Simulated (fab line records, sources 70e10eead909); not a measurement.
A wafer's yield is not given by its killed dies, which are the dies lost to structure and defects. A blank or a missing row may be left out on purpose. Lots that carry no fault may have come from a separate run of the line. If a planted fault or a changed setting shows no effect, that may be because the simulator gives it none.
Which tool is to blame? ; flow nand-harc ; 23 lots, 69 wafers sampled, at 2 steps of a route of 1302

== WHAT THE GAUGES SHOWED, per wafer ==
NHARC_A_CONTACT_CD_MEAS_80.
lot;measured;on;cd-nm (nm)
L074;day 21 15:41;cd-sem-01;289.1 289.4 289.9
L075;day 22 16:02;cd-sem-02;290.5 290.2 290.3
L076;day 22 17:09;cd-sem-01;289.0 289.2 289.0
L078;day 23 10:05;cd-sem-01;290.4 290.3 290.3
L077;day 23 10:51;cd-sem-02;288.0 287.7 287.4
L079;day 23 11:49;cd-sem-03;289.5 289.0 289.1
L081;day 24 10:01;cd-sem-02;289.2 289.2 289.1
L080;day 25 03:23;cd-sem-02;289.6 289.5 289.9
L084;day 25 21:02;cd-sem-03;288.1 287.8 287.4
L083;day 26 05:10;cd-sem-02;291.5 291.4 291.6
L086;day 26 15:12;cd-sem-01;289.3 289.2 289.1
L085;day 27 02:44;cd-sem-03;290.1 289.7 290.4
L087;day 27 05:15;cd-sem-02;290.6 290.5 290.2
L090;day 28 10:01;cd-sem-02;290.2 290.1 290.0
L091;day 28 13:16;cd-sem-02;289.1 289.0 289.3
L089;day 28 13:33;cd-sem-03;289.7 289.4 289.6
L088;day 28 15:14;cd-sem-02;289.0 289.7 289.3
L092;day 29 11:28;cd-sem-01;289.3 290.2 289.1
L094;day 30 03:43;cd-sem-03;290.5 290.4 290.7
L093;day 30 04:41;cd-sem-02;291.0 290.4 291.3
L095;day 30 10:53;cd-sem-01;288.9 288.9 288.8
L096;day 31 11:25;cd-sem-03;289.7 290.3 290.1
L097;day 32 09:55;cd-sem-02;289.5 289.5 289.6

== TOOL THAT RAN EACH LOT (tool first, then ch and the chambers of the sampled wafers, then the start) ==
lot;NHARC_A_CONTACT_ETCH_77
L074;rie-diel-03 ch 0,1,3, day 21 15:41 or earlier
L075;rie-diel-03 ch 0,1,2, day 22 16:02 or earlier
L076;rie-diel-11 ch 0,3, day 22 17:09 or earlier
L078;rie-diel-11 ch 2,3, day 23 10:05 or earlier
L077;rie-diel-11 ch 0,3, day 23 10:51 or earlier
L079;rie-diel-11 ch 1,2, day 23 11:49 or earlier
L081;rie-diel-11 ch 1,2,3, day 24 10:01 or earlier
L080;rie-diel-03 ch 0,1,2, day 25 03:23 or earlier
L084;rie-diel-11 ch 1,2, day 25 21:02 or earlier
L083;rie-diel-11 ch 1,2,3, day 26 05:10 or earlier
L086;rie-diel-10 ch 0,1,3, day 26 15:12 or earlier
L085;rie-diel-11 ch 1,2, day 27 02:44 or earlier
L087;rie-diel-10 ch 0,1,3, day 27 05:15 or earlier
L090;rie-diel-10 ch 0,1,2, day 28 10:01 or earlier
L091;rie-diel-11 ch 1,2, day 28 13:16 or earlier
L089;rie-diel-03 ch 1,3, day 28 13:33 or earlier
L088;rie-diel-10 ch 0,2,3, day 28 15:14 or earlier
L092;rie-diel-11 ch 0,1,3, day 29 11:28 or earlier
L094;rie-diel-10 ch 0,1,2, day 30 03:43 or earlier
L093;rie-diel-11 ch 0,1,2, day 30 04:41 or earlier
L095;rie-diel-11 ch 1,3, day 30 10:53 or earlier
L096;rie-diel-11 ch 1,2, day 31 11:25 or earlier
L097;rie-diel-11 ch 0,1,2, day 32 09:55 or earlier
- NHARC_A_CONTACT_ETCH_77: etches the open film in CF4/CHF3, target depth 108.9 nm, time 54.5 s.

== AS READ BY THE TOOLS THEMSELVES (means over the sampled wafers that have a number; for cases with no such wafer, the mark the record gives instead) ==
NHARC_A_CONTACT_ETCH_77.
lot;tool;drypump-motor-current-A (A);oes-product-au (a.u.);rf-vpp-V (V);showerhead-plenum-p-Torr (Torr);throttle-valve-pct (%)
L074;rie-diel-03;5.8;0.955;372.9;1.66;16.804
L075;rie-diel-03;6.0;0.960;373.6;1.65;16.803
L076;rie-diel-11;5.6;0.929;372.0;1.61;16.796
L078;rie-diel-11;5.8;0.933;372.0;1.61;16.800
L077;rie-diel-11;5.5;0.973;372.5;1.61;16.802
L079;rie-diel-11;5.7;0.959;370.9;1.59;16.809
L081;rie-diel-11;5.8;0.941;371.1;1.60;16.800
L080;rie-diel-03;6.0;0.954;373.7;1.65;16.802
L084;rie-diel-11;5.8;0.929;370.3;1.56;16.803
L083;rie-diel-11;5.8;0.941;371.5;1.60;16.789
L086;rie-diel-10;5.7;0.975;370.4;1.60;16.808
L085;rie-diel-11;5.8;0.972;369.3;1.56;16.801
L087;rie-diel-10;5.7;0.975;371.7;1.59;16.804
L090;rie-diel-10;6.0;0.971;370.6;1.57;16.802
L091;rie-diel-11;5.8;0.925;369.8;1.56;16.806
L089;rie-diel-03;5.8;0.963;372.9;1.62;16.792
L088;rie-diel-10;5.9;0.929;368.8;1.54;16.805
L092;rie-diel-11;5.5;0.939;371.4;1.59;16.810
L094;rie-diel-10;6.0;0.927;370.4;1.56;16.802
L093;rie-diel-11;5.5;0.920;369.6;1.55;16.802
L095;rie-diel-11;5.8;0.967;372.9;1.63;16.800
L096;rie-diel-11;5.7;0.972;370.8;1.58;16.793
L097;rie-diel-11;5.5;0.924;369.8;1.55;16.802

== THE ANSWER, worked out from the rows above alone ==
Rule: the lots themselves supply what counts as usual. The widest of any qualifying gaps counts: lots, ordered by their means at a reading, are off when they make up no more than a third of the lots, leave a main group of 4 or more, and stand apart from it by 3 or more times the standard deviation of that group's means. The tables above print the reading to a certain number of digits; a main group whose means all agree to those digits is not used. Also off: a lot with no number at a reading for which 4 or more lots have one. The other lots that the step has rows for count as sound. Order of review: gauges by route order, followed by the tools' own readings, for which a lot's mean as printed above is used. At the first step where some lot is off, the reading lying furthest off is the one used; lots without a number count as furthest.
None of the lots is off at any reading shown; this tells nothing.

== WHAT WAS PUT IN BY THE SIMULATOR ==
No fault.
